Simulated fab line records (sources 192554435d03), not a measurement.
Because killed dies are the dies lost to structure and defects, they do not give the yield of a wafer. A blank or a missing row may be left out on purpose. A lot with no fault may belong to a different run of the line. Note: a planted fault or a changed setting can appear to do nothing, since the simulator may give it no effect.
fab line records | flow n5Finfet
record lots=6 | wafers=18 | lastDay=17
route steps=1938 shown BEOL_M1@799 PASSIVATION@1936
lots untouched by any fault: they come from a run of this same line in which no faults occurred
startH: the number of hours between the record's first day and the start of the first shown wafer of the lot | waitH: hours elapsed since this lot's preceding step | " unchanged from the row above | L1.1+2: several wafers, shown together as one row | - either no value or no given start | * or withheld: withheld | < > ~ a bound
route shown NAME@n: a module of which the file shows steps, and the number in the route of the first | usual: the fault-free wafers' mean and standard deviation | same: alike in all rows | chamber/n: place in a boat | sites: each site's reading | _std_site: how widely they spread, as a standard deviation | _edge_site: inner sites' mean taken away from outer sites' mean | radiusMm: for every site, how far away it sits from the centre of the wafer | mask NAME#n: copy n | behind: the most recent tool/chamber to have shaped the wafer | hold: why the lot went on hold/how many hours it stayed there/how the hold came to an end | device: whichever transistor did not switch (one of n, p or np) | end of line: tests of these same wafers at the route's end | a step with no rows: only its recipe | killed: dies that structure and defects cost at the first sort, which is not the same as the wafer's yield | map: dies across one wafer; x = killed, . = not, _ = none there
set.NAME: the setting that was run; set.NAME@STEP: the one run at that earlier step | model.NAME: the simulator's own value behind a step, which no gauge read
lots at selected steps of the route; one table per step, one row per wafer
services: from which hour (startH, from the record's first day; less than 0 if before it) a tool's chamber was out of use, for how many hours, and why
## steps
# step N5_BEOL_M1_STRIP_36
# recipe chemistry=N2/H2 | powerW=450 | tempC=40 | pressureMtorr=20 | rfFrequencyHz=6e+07 | overashFraction=0.3 | biasPowerW=7 | h2Frac=0.5 | n2FlowSccm=200 | h2FlowSccm=200
# step N5_BEOL_M1_TRENCH_ETCH_37
# recipe chemistry=C4F6/O2 | targetDepthA=552.07 | target=SiOC | timeS=29 | ionEnergyEv=250 | pressureMtorr=30 | sourceW=355 | biasW=185 | Ar_flow_sccm=300 | C4F6_flow_sccm=10 | O2_flow_sccm=10
# step N5_BEOL_M1_ETCH_41
# recipe chemistry=CH3F/O2 | target=SiCN | targetDepthA=319 | taperDeg=2 | timeS=57.8 | ionEnergyEv=120 | maskMaterial=TiN | pressureMtorr=30 | sourceW=395 | biasW=75 | Ar_flow_sccm=150 | CH3F_flow_sccm=30 | O2_flow_sccm=20
# step N5_BEOL_M1_STRIP_97
# recipe chemistry=N2/H2 | timeS=10 | powerW=450 | tempC=40 | pressureMtorr=20 | rfFrequencyHz=6e+07 | biasPowerW=7 | n2FlowSccm=200 | h2FlowSccm=200
# step N5_BEOL_M1_OCD_MEAS_38
# usual trenchDepthNm=55.3/0.92
lot.wafer | tool   | chamber | startH | waitH | trenchDepthNm
L392.2    | ocd-02 | -       | 160.71 | -     | 54.1
L392.4    | "      | -       | "      | "     | 54.6
L392.5    | "      | -       | "      | "     | 55.5
L393.2    | ocd-01 | -       | 164.02 | -     | 56.0
L393.3    | "      | -       | "      | "     | 54.7
L393.5    | "      | -       | "      | "     | 55.0
L399.1    | ocd-02 | -       | 211.95 | -     | 54.7
L399.3    | "      | -       | "      | "     | 57.2
L399.4    | "      | -       | "      | "     | 54.9
L402.2    | ocd-01 | -       | 225.90 | -     | 56.6
L402.4    | "      | -       | "      | "     | 56.0
L402.5    | "      | -       | "      | "     | 55.5
L406.1    | ocd-01 | -       | 247.75 | -     | 55.7
L406.5    | "      | -       | "      | "     | 55.7
L406.6    | "      | -       | "      | "     | 55.7
L408.1    | ocd-02 | -       | 259.68 | -     | 57.0
L408.4    | "      | -       | "      | "     | 56.4
L408.5    | "      | -       | "      | "     | 57.0
# step N5_BEOL_M1_HM_STRIP_39
# recipe chemistry=peroxideTinStrip | material=TiN | targetDepthA=250 | tempC=50 | timeS=158
# step N5_BEOL_M1_SRD_40
# recipe timeS=30 | tempC=23 | rinseLiquid=diw | dry=ipaMarangoni
# step N5_BEOL_M1_PRECLEAN_42
# recipe chemistry=residueRemover | timeS=60 | tempC=40
# step N5_BEOL_M1_SRD_43
# recipe timeS=30 | tempC=23 | rinseLiquid=diw | dry=ipaMarangoni
# step N5_BEOL_M1_CD_MEAS_35
# recipe targetCdNm=18 | targetCdYNm=21 | polarity=opening
# usual cdNm=18.10/0.29
lot.wafer | tool     | chamber | startH | waitH | cdNm
L392.2    | cdSem-02 | -       | 160.86 | 0.0   | 17.96
L392.4    | "        | -       | "      | "     | 17.53
L392.5    | "        | -       | "      | "     | 17.66
L393.2    | cdSem-02 | -       | 164.17 | 0.0   | 18.03
L393.3    | "        | -       | "      | "     | 18.17
L393.5    | "        | -       | "      | "     | 18.31
L399.1    | cdSem-01 | -       | 212.10 | 0.0   | 18.52
L399.3    | "        | -       | "      | "     | 18.00
L399.4    | "        | -       | "      | "     | 18.05
L402.2    | cdSem-02 | -       | 226.05 | 0.0   | 18.22
L402.4    | "        | -       | "      | "     | 17.68
L402.5    | "        | -       | "      | "     | 18.37
L406.1    | cdSem-01 | -       | 247.91 | 0.0   | 17.76
L406.5    | "        | -       | "      | "     | 18.16
L406.6    | "        | -       | "      | "     | 18.43
L408.1    | cdSem-03 | -       | 259.83 | 0.0   | 17.98
L408.4    | "        | -       | "      | "     | 17.88
L408.5    | "        | -       | "      | "     | 17.80
# step N5_BEOL_M1_DEGAS_44
# recipe ambient=vacuum | tempC=250 | timeS=60
# usual heaterPowerW=340/35
lot.wafer | tool          | chamber | startH | waitH | heaterPowerW
L392.2    | pvdSputter-01 | -       | 161.09 | 0.2   | 376
L392.4    | "             | -       | "      | "     | 324
L392.5    | "             | -       | "      | "     | 368
L393.2    | pvdSputter-03 | -       | 164.48 | 0.3   | 350
L393.3    | "             | -       | "      | "     | 385
L393.5    | "             | -       | "      | "     | 306
L399.1    | pvdSputter-03 | -       | 212.60 | 0.5   | 344
L399.3    | "             | -       | "      | "     | 292
L399.4    | "             | -       | "      | "     | 310
L402.2    | pvdSputter-01 | -       | 226.26 | 0.2   | 380
L402.4    | "             | -       | "      | "     | 377
L402.5    | "             | -       | "      | "     | 292
L406.1    | pvdSputter-01 | -       | 248.13 | 0.2   | 291
L406.5    | "             | -       | "      | "     | 370
L406.6    | "             | -       | "      | "     | 321
L408.1    | pvdSputter-03 | -       | 260.30 | 0.5   | 313
L408.4    | "             | -       | "      | "     | 380
L408.5    | "             | -       | "      | "     | 317
# step N5_BEOL_M1_PRE_CLEAN_45
# recipe gas=H2/He | timeS=30 | tempC=250
# step N5_BEOL_M1_ALD_84
# recipe material=TaN | targetThkA=* | tempC=275 | aldPrecursorFamily=PDMAT | aldCoReactant=NH3 | pressureTorr=3 | carrierFlowSccm=1500 | pulseTimeS=2 | purgeTimeS=3 | coReactantPurgeTimeS=2 | coReactantPulseTimeS=3 | aldCycles=30 | precursorVesselTempC=75 | precursorVesselPressureTorr=26.25 | precursorVesselCarrierSccm=1000
# usual heaterPowerW=424/57 | precursorVesselPressureTorr=26.25/0.049
lot.wafer | tool        | chamber | startH | waitH | heaterPowerW | precursorVesselPressureTorr
L392.2    | aldMetal-03 | 1       | 161.24 | 0.1   | 444          | 26.26
L392.4    | "           | 0       | "      | "     | 375          | 26.31
L392.5    | "           | 3       | "      | "     | 316          | 26.19
L393.2    | aldMetal-03 | 1       | 164.59 | 0.0   | 440          | 26.25
L393.3    | "           | 2       | "      | "     | 423          | 26.18
L393.5    | "           | 2       | "      | "     | 423          | 26.21
L399.1    | aldMetal-04 | 3       | 212.72 | 0.1   | 491          | 26.26
L399.3    | "           | 1       | "      | "     | 516          | 26.20
L399.4    | "           | 2       | "      | "     | 484          | 26.34
L402.2    | aldMetal-04 | 0       | 226.37 | 0.0   | 395          | 26.29
L402.4    | "           | 1       | "      | "     | 490          | 26.30
L402.5    | "           | 0       | "      | "     | 384          | 26.26
L406.1    | aldMetal-03 | 2       | 248.23 | 0.0   | 421          | 26.24
L406.5    | "           | 1       | "      | "     | 440          | 26.27
L406.6    | "           | 2       | "      | "     | 432          | 26.22
L408.1    | aldMetal-04 | 1       | 260.40 | 0.0   | 503          | 26.26
L408.4    | "           | 0       | "      | "     | 399          | 26.28
L408.5    | "           | 0       | "      | "     | 395          | 26.30
# step N5_BEOL_M1_SURFACE_TREAT_85
# recipe gas=Ar | timeS=* | ionEnergyEv=* | ionCurrentMaCm2=0.5 | pressureMtorr=* | arFlowSccm=30
# step N5_BEOL_M1_CVD_47
# recipe material=Co | targetThkA=30 | tempC=withheld | precursor=CCTBA/H2 | pressureTorr=30 | timeS=223.8
# step N5_BEOL_M1_SPUTTER_48
# recipe material=Cu | targetThkA=45 | tempC=-20 | chamberPressurePa=0.07 | powerW=withheld | timeS=8.29
# step N5_BEOL_M1_ANNEAL_49
# recipe tempC=400 | timeS=240 | ambient=vacuum
# step N5_BEOL_M1_SPUTTER_79
# recipe material=Cu | targetThkA=45 | tempC=-20 | chamberPressurePa=0.07 | powerW=withheld | timeS=8.29
# step N5_BEOL_M1_ANNEAL_80
# recipe tempC=400 | timeS=240 | ambient=vacuum
# step N5_BEOL_M1_SPUTTER_81
# recipe material=Cu | targetThkA=45 | tempC=-20 | chamberPressurePa=0.07 | powerW=withheld | timeS=8.29
# usual chamberPressurePa=0.06999/0.00013 | chuckGasFlowSccm=1.26/0.047 | throttleValvePct=29.7/1.3
lot.wafer | tool          | chamber | startH | waitH | chamberPressurePa | chuckGasFlowSccm | throttleValvePct
L392.2    | pvdSputter-03 | -       | 162.50 | 0.1   | 0.07005           | 1.36             | 31.5
L392.4    | "             | -       | "      | "     | 0.06976           | 1.31             | 31.4
L392.5    | "             | -       | "      | "     | 0.07013           | 1.25             | 29.9
L393.2    | pvdSputter-02 | -       | 165.92 | 0.1   | 0.06984           | 1.27             | 29.8
L393.3    | "             | -       | "      | "     | 0.06997           | 1.28             | 29.7
L393.5    | "             | -       | "      | "     | 0.06981           | 1.28             | 29.9
L399.1    | pvdSputter-03 | -       | 213.92 | 0.1   | 0.06989           | 1.25             | 27.7
L399.3    | "             | -       | "      | "     | 0.07022           | 1.17             | 29.6
L399.4    | "             | -       | "      | "     | 0.06981           | 1.34             | 31.2
L402.2    | pvdSputter-01 | -       | 227.34 | 0.1   | 0.07006           | 1.28             | 31.0
L402.4    | "             | -       | "      | "     | 0.06997           | 1.15             | 30.0
L402.5    | "             | -       | "      | "     | 0.06975           | 1.25             | 31.2
L406.1    | pvdSputter-02 | -       | 249.76 | 0.1   | 0.0701            | 1.16             | 30.1
L406.5    | "             | -       | "      | "     | 0.07016           | 1.24             | 27.9
L406.6    | "             | -       | "      | "     | 0.07016           | 1.25             | 29.7
L408.1    | pvdSputter-02 | -       | 262.18 | 0.1   | 0.07007           | 1.23             | 29.6
L408.4    | "             | -       | "      | "     | 0.06993           | 1.20             | 29.5
L408.5    | "             | -       | "      | "     | 0.07002           | 1.31             | 29.7
# step N5_BEOL_M1_ANNEAL_82
# recipe tempC=400 | timeS=240 | ambient=vacuum
# step N5_BEOL_M1_SPUTTER_86
# recipe material=Cu | targetThkA=45 | tempC=-20 | chamberPressurePa=0.07 | powerW=withheld | timeS=8.29
# step N5_BEOL_M1_ANNEAL_87
# recipe tempC=400 | timeS=240 | ambient=vacuum
# step N5_BEOL_M1_SPUTTER_88
# recipe material=Cu | targetThkA=45 | tempC=-20 | chamberPressurePa=0.07 | powerW=withheld | timeS=8.29
# step N5_BEOL_M1_ANNEAL_89
# recipe tempC=400 | timeS=240 | ambient=vacuum
# usual heaterPowerW=849/86
lot.wafer | tool          | chamber | startH | waitH | heaterPowerW
L392.2    | pvdSputter-03 | -       | 163.02 | 0.0   | 899
L392.4    | "             | -       | "      | "     | 869
L392.5    | "             | -       | "      | "     | 968
L393.2    | pvdSputter-02 | -       | 166.44 | 0.0   | 978
L393.3    | "             | -       | "      | "     | 907
L393.5    | "             | -       | "      | "     | 968
L399.1    | pvdSputter-03 | -       | 214.44 | 0.0   | 786
L399.3    | "             | -       | "      | "     | 939
L399.4    | "             | -       | "      | "     | 877
L402.2    | pvdSputter-01 | -       | 227.86 | 0.0   | 932
L402.4    | "             | -       | "      | "     | 911
L402.5    | "             | -       | "      | "     | 961
L406.1    | pvdSputter-02 | -       | 250.28 | 0.0   | 983
L406.5    | "             | -       | "      | "     | 818
L406.6    | "             | -       | "      | "     | 736
L408.1    | pvdSputter-02 | -       | 262.77 | 0.0   | 745
L408.4    | "             | -       | "      | "     | 899
L408.5    | "             | -       | "      | "     | 980
# step N5_BEOL_M1_SPUTTER_90
# recipe material=Cu | targetThkA=45 | tempC=-20 | chamberPressurePa=0.07 | powerW=withheld | timeS=8.29
# usual chamberPressurePa=0.07001/0.00014 | chuckGasFlowSccm=1.27/0.053 | throttleValvePct=29.7/1.3
lot.wafer | tool          | chamber | startH | waitH | chamberPressurePa | chuckGasFlowSccm | throttleValvePct
L392.2    | pvdSputter-03 | -       | 163.16 | 0.1   | 0.07008           | 1.21             | 31.6
L392.4    | "             | -       | "      | "     | 0.07009           | 1.27             | 31.2
L392.5    | "             | -       | "      | "     | 0.07002           | 1.24             | 29.6
L393.2    | pvdSputter-02 | -       | 166.58 | 0.1   | 0.07006           | 1.38             | 29.7
L393.3    | "             | -       | "      | "     | 0.07018           | 1.34             | 29.6
L393.5    | "             | -       | "      | "     | 0.07005           | 1.26             | 29.7
L399.1    | pvdSputter-03 | -       | 214.58 | 0.1   | 0.07002           | 1.31             | 27.9
L399.3    | "             | -       | "      | "     | 0.07026           | 1.34             | 29.7
L399.4    | "             | -       | "      | "     | 0.07007           | 1.29             | 31.2
L402.2    | pvdSputter-01 | -       | 228.00 | 0.1   | 0.0698            | 1.26             | 31.3
L402.4    | "             | -       | "      | "     | 0.07              | 1.21             | 30.1
L402.5    | "             | -       | "      | "     | 0.06984           | 1.21             | 31.3
L406.1    | pvdSputter-02 | -       | 250.42 | 0.1   | 0.07009           | 1.22             | 29.9
L406.5    | "             | -       | "      | "     | 0.06995           | 1.25             | 28.0
L406.6    | "             | -       | "      | "     | 0.07006           | 1.23             | 29.9
L408.1    | pvdSputter-02 | -       | 262.93 | 0.1   | 0.06979           | 1.18             | 29.5
L408.4    | "             | -       | "      | "     | 0.06982           | 1.23             | 29.4
L408.5    | "             | -       | "      | "     | 0.07006           | 1.22             | 29.7
# step N5_BEOL_M1_ANNEAL_91
# recipe tempC=400 | timeS=240 | ambient=vacuum
# step N5_BEOL_M1_SPUTTER_92
# recipe material=Cu | targetThkA=45 | tempC=-20 | chamberPressurePa=0.07 | powerW=withheld | timeS=8.29
# step N5_BEOL_M1_ANNEAL_93
# recipe tempC=400 | timeS=240 | ambient=vacuum
# step N5_BEOL_M1_SPUTTER_94
# recipe material=Cu | targetThkA=45 | tempC=-20 | chamberPressurePa=0.07 | powerW=withheld | timeS=8.29
# step N5_BEOL_M1_ANNEAL_95
# recipe tempC=400 | timeS=240 | ambient=vacuum
# step N5_BEOL_M1_SPUTTER_96
# recipe material=Cu | targetThkA=45 | tempC=-20 | chamberPressurePa=0.07 | powerW=withheld | timeS=8.29
# step N5_BEOL_M1_ECD_50
# recipe material=Cu | targetThkA=3000
# step N5_BEOL_M1_ANNEAL_51
# recipe tempC=225 | timeS=90 | ambient=N2
# step N5_BEOL_M1_CMP_52
# recipe stopOn=SiOC | tOverpolishS=6.8 | downForcePsi=1 | platenRpm=50 | clearingPlatenDownForcePsi=1.5 | clearingPlatenRpm=50 | postCmpClean=cuAlkaline | targetThkNm=40 | clearingPlatenPadVelocityMS=0.99484 | padVelocityMS=0.99484
# step N5_BEOL_M1_THK_MEAS_53
# recipe thkMeasGauge=xrf | reads=Cu_of_BEOL_M1_ECD_50
# usual M1_THK=39.2/1.4
lot.wafer | tool         | chamber | startH | waitH | M1_THK[nm]
L392.2    | filmMetro-02 | -       | 164.63 | -     | 39.3
L392.4    | "            | -       | "      | "     | 39.3
L392.5    | "            | -       | "      | "     | 39.2
L393.2    | filmMetro-02 | -       | 168.04 | -     | 37.2
L393.3    | "            | -       | "      | "     | 38.3
L393.5    | "            | -       | "      | "     | 38.5
L399.1    | filmMetro-01 | -       | 216.03 | -     | 37.8
L399.3    | "            | -       | "      | "     | 37.9
L399.4    | "            | -       | "      | "     | 38.3
L402.2    | filmMetro-01 | -       | 229.45 | -     | 36.6
L402.4    | "            | -       | "      | "     | 39.7
L402.5    | "            | -       | "      | "     | 38.7
L406.1    | filmMetro-02 | -       | 251.88 | -     | 37.8
L406.5    | "            | -       | "      | "     | 40.2
L406.6    | "            | -       | "      | "     | 38.5
L408.1    | filmMetro-01 | -       | 264.51 | -     | 39.5
L408.4    | "            | -       | "      | "     | 41.0
L408.5    | "            | -       | "      | "     | 44.0
# step N5_BEOL_M1_PRE_CLEAN_60
# recipe gas=NH3/H2 | timeS=15 | tempC=* | rfPowerW=300
# usual heaterPowerW=71/19
lot.wafer | tool     | chamber | startH | waitH | heaterPowerW
L392.2    | cvdCo-01 | 0       | 164.66 | 0.0   | 69
L392.4    | "        | 0       | "      | "     | 67
L392.5    | "        | 1       | "      | "     | 53
L393.2    | cvdCo-01 | 1       | 168.08 | 0.0   | 54
L393.3    | "        | 0       | "      | "     | 66
L393.5    | "        | 1       | "      | "     | 54
L399.1    | cvdCo-02 | 2       | 216.07 | 0.0   | 117
L399.3    | "        | 0       | "      | "     | 73
L399.4    | "        | 0       | "      | "     | 73
L402.2    | cvdCo-02 | 1       | 229.49 | 0.0   | 61
L402.4    | "        | 1       | "      | "     | 60
L402.5    | "        | 0       | "      | "     | 72
L406.1    | cvdCo-02 | 0       | 251.92 | 0.0   | 76
L406.5    | "        | 0       | "      | "     | 72
L406.6    | "        | 1       | "      | "     | 61
L408.1    | cvdCo-01 | 1       | 264.55 | 0.0   | 55
L408.4    | "        | 1       | "      | "     | 54
L408.5    | "        | 2       | "      | "     | 71
# step N5_BEOL_M1_CO_CAP_55
# recipe material=Co | targetThkA=20 | tempC=200 | precursor=CCTBA/H2 | pressureTorr=30 | timeS=102.1
# step N5_BEOL_M1_PRE_CLEAN_56
# recipe gas=NH3 | timeS=15 | tempC=withheld | rfPowerW=300
# step N5_BEOL_M1_DEP_57
# recipe material=SiCN | targetThkA=80 | tempC=withheld | precursor=3MS/NH3 | pressureTorr=3 | rfW=202 | timeS=14
# step N5_BEOL_M1_RS_MEAS_58
# recipe thkMeasGauge=four-point-probe | reads=Co_of_BEOL_M1_CO_CAP_55+Cu_of_BEOL_M1_ECD_50+Co_of_BEOL_M1_CVD_47+TaN_of_BEOL_M1_ALD_84
# usual M1_RS=0.669/0.029
lot.wafer | tool         | chamber | startH | waitH | M1_RS[ohm/sq]
L392.2    | filmMetro-02 | -       | 164.89 | 0.1   | 0.663
L392.4    | "            | -       | "      | "     | 0.668
L392.5    | "            | -       | "      | "     | 0.667
L393.2    | filmMetro-01 | -       | 168.30 | 0.1   | 0.704
L393.3    | "            | -       | "      | "     | 0.684
L393.5    | "            | -       | "      | "     | 0.676
L399.1    | filmMetro-01 | -       | 216.29 | 0.0   | 0.692
L399.3    | "            | -       | "      | "     | 0.690
L399.4    | "            | -       | "      | "     | 0.679
L402.2    | filmMetro-02 | -       | 229.75 | 0.1   | 0.734
L402.4    | "            | -       | "      | "     | 0.663
L402.5    | "            | -       | "      | "     | 0.682
L406.1    | filmMetro-02 | -       | 252.14 | 0.0   | 0.702
L406.5    | "            | -       | "      | "     | 0.655
L406.6    | "            | -       | "      | "     | 0.682
L408.1    | filmMetro-02 | -       | 264.78 | 0.0   | 0.667
L408.4    | "            | -       | "      | "     | 0.639
L408.5    | "            | -       | "      | "     | 0.581
# step N5_PASSIVATION_PROBE_49
# usual defectLimitedYield=91.1/1.3 | killed_at_M0_to_M3=36/10 | killed_at_M4_up=14/4.4 | killedAtContacts=14/5.7 | killedAtFrontEnd=39/9.4 | killedAtOther=2.9/2.6 | killedDies=105/15 | killedOnRim=14/3.5 | killedOpen=70/12 | killedShort=34/7.1 | sort_bin_5_function=5.3/0.77 | sort_bin_6_memory=3.3/0.66 | sortNPass=1075/15 | sortYieldPct=91.1/1.3
# same grossDies=1180 | killedAtBackSide=0 | sort_bin_4_leakage[%]=0 | sort_bin_8_speed[%]=0
lot.wafer | tool      | chamber | startH | waitH | defectLimitedYield[%] | killed_at_M0_to_M3 | killed_at_M4_up | killedAtContacts | killedAtFrontEnd | killedAtOther | killedDies | killedOnRim | killedOpen | killedShort | sort_bin_5_function[%] | sort_bin_6_memory[%] | sortNPass | sortYieldPct[%]
L392.2    | prober-02 | -       | 303.62 | 0.1   | 77.5                  | 195                | 19              | 16               | 30               | 6             | 266        | 17          | 80         | 34          | 12.5                   | 5.3                  | 914       | 77.5
L392.4    | prober-02 | -       | 303.72 | 0.2   | 83.6                  | 127                | 11              | 22               | 29               | 4             | 193        | 28          | 62         | 30          | 9.5                    | 3.7                  | 987       | 83.6
L392.5    | prober-02 | -       | 303.77 | 0.2   | 79.9                  | 175                | 13              | 22               | 27               | 0             | 237        | 26          | 63         | 32          | 11.7                   | 4.2                  | 943       | 79.9
L393.2    | prober-01 | -       | 308.58 | 0.1   | 78.8                  | 196                | 9               | 11               | 33               | 1             | 250        | 18          | 53         | 35          | 13.0                   | 4.7                  | 930       | 78.8
L393.3    | prober-01 | -       | 308.63 | 0.1   | 87.2                  | 99                 | 18              | 11               | 21               | 2             | 151        | 28          | 51         | 31          | 7.5                    | 2.8                  | 1029      | 87.2
L393.5    | prober-01 | -       | 308.73 | 0.2   | 84.5                  | 121                | 18              | 12               | 30               | 2             | 183        | 27          | 79         | 32          | 9.7                    | 3.0                  | 997       | 84.5
# killed by level:class
L392.2 BEOL_M1:unspecified=152 BEOL_M0_SAQP:geometricParticle:open=15 BEOL_M4:geometricParticle:open=13 MOL_CONTACT_COAG:geometricParticle:open=13 BEOL_M0_SAQP:geometricParticle:short=13 STI_FIN_REVEAL:geometricParticle:open=9 FIN_SAQP:geometricParticle:short=6 FIN_SAQP:geometricParticle:open=4
L392.4 BEOL_M1:unspecified=100 MOL_CONTACT_COAG:geometricParticle:open=20 FIN_SAQP:geometricParticle:short=9 BEOL_M0_SAQP:geometricParticle:open=7 BEOL_M3:geometricParticle:open=7 FIN_SAQP:geometricParticle:open=6 STI_FIN_REVEAL:geometricParticle:open=4 BEOL_M0_SAQP:geometricParticle:short=4
L392.5 BEOL_M1:unspecified=141 MOL_CONTACT_COAG:geometricParticle:open=16 BEOL_M0_SAQP:geometricParticle:short=11 BEOL_M0_SAQP:geometricParticle:open=10 FIN_SAQP:geometricParticle:short=7 STI_FIN_REVEAL:geometricParticle:open=6 MOL_CONTACT_COAG:geometricParticle:short=6 FIN_SAQP:geometricParticle:open=4
L393.2 BEOL_M1:unspecified=157 BEOL_M1:geometricParticle:open=13 FIN_SAQP:geometricParticle:short=10 BEOL_M0_SAQP:geometricParticle:open=9 BEOL_M0_SAQP:geometricParticle:short=9 MOL_CONTACT_COAG:geometricParticle:open=8 STARTING-WAFER:geometricParticle:open=6 FIN_SAQP:geometricParticle:open=3
L393.3 BEOL_M1:unspecified=67 BEOL_M3:geometricParticle:open=8 MOL_CONTACT_COAG:geometricParticle:open=8 BEOL_M5:geometricParticle:open=8 FIN_SAQP:geometricParticle:short=7 BEOL_M1:geometricParticle:open=6 BEOL_M4:geometricParticle:open=5 BEOL_M0_SAQP:geometricParticle:open=4
L393.5 BEOL_M1:unspecified=67 BEOL_M1:geometricParticle:open=13 MOL_CONTACT_COAG:geometricParticle:open=11 FIN_SAQP:geometricParticle:short=9 BEOL_M3:geometricParticle:open=9 BEOL_M0_SAQP:geometricParticle:open=9 BEOL_M2:geometricParticle:open=8 FIN_SAQP:geometricParticle:open=7
# map L392.2 (x killed, . not)
_________________....x.......________________
______________........x........._____________
___________...........x......x.....__________
__________.........x..............x._________
________.............................._______
_______................................______
______...x...x....xx..............x....._____
_____..x...x..x...................x......____
____.........x............................___
___.............x....................x.....__
___....x....................xx.x...........__
__...x..xx..........x..xxx...x.......x......_
__.x..x..........x.x.......xx....x.......x.._
_..........xx...x...........x.........x.x....
_.........x...x......x...x.x...xx........x...
_x..x.....x......................x.x.x.......
_..........x...........xx.....x....x.........
_.x..........xxx.......xx.xx.......x.........
_...x.........x.....x.xxxxxxxxxx.............
_....x..............xxxxxxxxxxx.x...x........
_.x.......x........x.xxxxxxxxxxx.........x...
__.......x......xxxxxxxxxxxxxxxxx.x......x.._
__x....x.......x...xxxxxxxxxxxxxxx...x......_
___.........x......xxxxxxxxxxxxxxx..xx..x..__
___x.......x.....xxxxxxxxxxxxxxxxx.........__
____.x..x..........xxxxxxxxxxxxxxx........___
_____..........x...xxxxxxxxxxxxxx........____
______.............xx.xxxxxxxxxx.x......_____
_______..........x...x.xxxx.x...x.....x______
________...............x.x.xx.x.....x._______
__________......x..xxx......x.....x._________
___________...x.............x....x.__________
______________...x.............x_____________
_________________...xx......x________________
# map L393.2 (x killed, . not)
_________________x..x...x.x..________________
______________..x...x..........._____________
___________......x.xx..............__________
__________.........................._________
________x...x..............x.........._______
_______.x......x....x..................______
______.......................x.xx......._____
_____.............x......................____
____............x.............x..........x___
___.......................x.........xx.....__
___............x....x......................__
__.x......x...x.....x......................._
__....................x....................._
_....x..................x....................
_...........xx................x...........x.x
_...x.........xx......x..x.......xx.x........
_..x.....x..........x.xxx.x.x.....x.....x....
_...............x......xx.x.xx.x.......x.x...
_x.........x......xxxx.xxx.xxxx..............
_.....x............x.xxxxxxxxxxx.x.....xx....
_............x.....xxxxxxxxxxxxxx.x......x...
__....x...x..x....x.xxxxxxxxxxxxx..........x_
__...............xx.xxxxxxxxxxxxx..........._
___...............xxxxxxxxxxxxxxx..........__
___..............x.xxxxxxxxxxxxxx..x.......__
____..........x....xxxxxxxxxxxxxxx........___
_____.......x.xxx...xxxxxxxxxxxx.....x...____
______.............xxxxx.xxxxxx.x..x..x._____
_______...x........xxxx.x.x.x.x.x.....x______
________...........x...xxx..x.x......._______
__________..........x..x............_________
___________.....x......xxx.......x.__________
______________..............x..._____________
_________________......x...x.________________
## services
tool        | chamber | startH | hours | kind
cvdCo-02    | 2       | 164.82 | 8.4   | repair
aldMetal-03 | 1       | 197.08 | 2.4   | repair
cvdCo-01    | 0       | 240.44 | 2.5   | repair
## key
firstSign step=N5_PASSIVATION_PROBE_49 | reading=killed_at_M0_to_M3 | direction=up | sigmas=11 | usual=36 | struck=152
effect step=N5_PASSIVATION_PROBE_49 | reading=defectLimitedYield | direction=down | sigmas=7.3 | usual=91.1 | struck=81.9
moreKillsBornAt N5_BEOL_M1_ALD_84@aldMetal-03=684
metAt N5_BEOL_M1_ALD_84
struckWafers L392.2,L392.4,L392.5,L393.2,L393.3,L393.5
fault kind=chamberParticleSource | tool=aldMetal-03 | chamber=- | onsetH=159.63 | steps=N5_BEOL_M1_ALD_84 | ratePerVisitCm2=1.8552 | endH=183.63
